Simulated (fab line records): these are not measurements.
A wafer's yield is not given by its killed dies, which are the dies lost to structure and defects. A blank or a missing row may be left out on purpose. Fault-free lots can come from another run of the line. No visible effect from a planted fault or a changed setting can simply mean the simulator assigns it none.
A struck lot beside a sound one -- flow nand_harc -- 15 steps out of a route of 1302
Sound: the wafers L224.2, L224.4, L224.5. Struck: wafer L228.6. (L228.3 of the same lot was not struck and is left out.) The cause comes at the end.
At each step with rows: each side's tool, then ch and its chambers, then its first start. Under that, the readings that differ: sound wafers -- struck wafers -- difference of the means -- sigmas: that difference in standard deviations of wafers without a fault.
alike: same words and numbers on both sides, and readings whose means sit less than 2 such deviations apart. not compared: any withheld reading, any reading some wafer has no value for, any bound like >300 that may hide the same value, and any number with overlapping values for which the record gives no deviation.
Wherever a step has rows on one side only, a row that says differs or no value, or a row with sigmas, the two part there. Numbers that don't overlap but have no deviation are shown without sigmas and don't part them. Lack of a reading on every wafer of one side parts them only where that side has two or more wafers.

first, 6 steps without rows for these wafers: NHARC_A_DECK1_JOINT_CVD_34 (deposits SiNx, target thk 20 nm); NHARC_A_DECK1_JOINT_DEP_06 (deposits SiOx, target thk 80 nm); NHARC_A_DECK1_JOINT_CURE_26 (time 32 s); NHARC_A_DECK1_JOINT_ANNEAL_27 (time 3600 s); NHARC_A_DECK1_JOINT_ANNEAL_28 (time 1800 s); NHARC_A_DECK1_JOINT_ANNEAL_29 (time 1800 s).
NHARC_A_DECK1_JOINT_CMP_02: polishes SiOx.
  sound on cmp-02 ch 0,2,3, day 13 00:29; struck on cmp-01 ch 3, day 15 08:52
  alike: motor_current_A, retaining_ring_pressure_frac
then, 1 step without rows for these wafers: NHARC_A_DECK1_JOINT_SRD_15.
NHARC_A_DECK1_JOINT_DEP_16: deposits SiO2, target thk 45 nm.
  sound on pecvd-02 ch 1,2, day 13 00:54; struck on pecvd-01 ch 1, day 15 09:16
reading,sound,struck,difference,sigmas
heater_power_w (W),658 652 604,402,-236,-3
susceptor_temp_C (C),400.46 400.43 400.00,399.49,-0.81,-4
throttle_valve_pct (%),16.9 17.0 16.0,15.2,-1.4,-3
  not compared: since_wet_clean_h
NHARC_A_DECK1_JOINT_THK_MEAS_17: measures by ellipsometry.
  sound: film_metro-01 at day 13 01:09; struck: film_metro-01 at day 15 09:29
  alike: thk_nm
NHARC_A_DECK1_JOINT_INSPECT_05:
  sound: defect_inspect-02 at day 13 01:11; struck: defect_inspect-02 at day 15 09:31
  alike: raw_defect_count
NHARC_A_ONON_D2_DEP_00: target thk 1000 nm.
  sound on pecvd_onon-02 ch 0, day 13 01:19; struck on pecvd_onon-02 ch 0, day 15 09:42
  alike: susceptor_temp_C
NHARC_A_ONON_D2_THK_MEAS_02: measures by ellipsometry.
  sound: film_metro-02 at day 13 01:46; struck: film_metro-02 at day 15 10:06
reading,sound,struck,difference,sigmas
thk_nm (nm),1014 1013 1012,663,-350,-27
following that, 1 step holds no rows for these wafers, namely NHARC_A_ONON_D2_DEP_03 (target thickness 1000 nm).
-- the record jumps here: 13 days lie between the struck wafers' starts before and after (it left off in module A_ONON_D2 and takes up again in module END, whose first step shown is number 1302 of the route) --
NHARC_END_SORT_01:
  sound on prober-01 ch 0, day 24 21:31; struck on prober-01 ch 0, day 28 03:20
reading,sound,struck,difference,sigmas
killed_at_array,39 32 42,672,+634,+37
killed_dies,48 34 49,677,+633,+35
  alike: killed_at_other, killed_at_periphery, killed_open, killed_short

WHERE THEY PART
First at NHARC_A_DECK1_JOINT_DEP_16; last, within this record, at NHARC_END_SORT_01.

WHY: what had been put in by the simulator
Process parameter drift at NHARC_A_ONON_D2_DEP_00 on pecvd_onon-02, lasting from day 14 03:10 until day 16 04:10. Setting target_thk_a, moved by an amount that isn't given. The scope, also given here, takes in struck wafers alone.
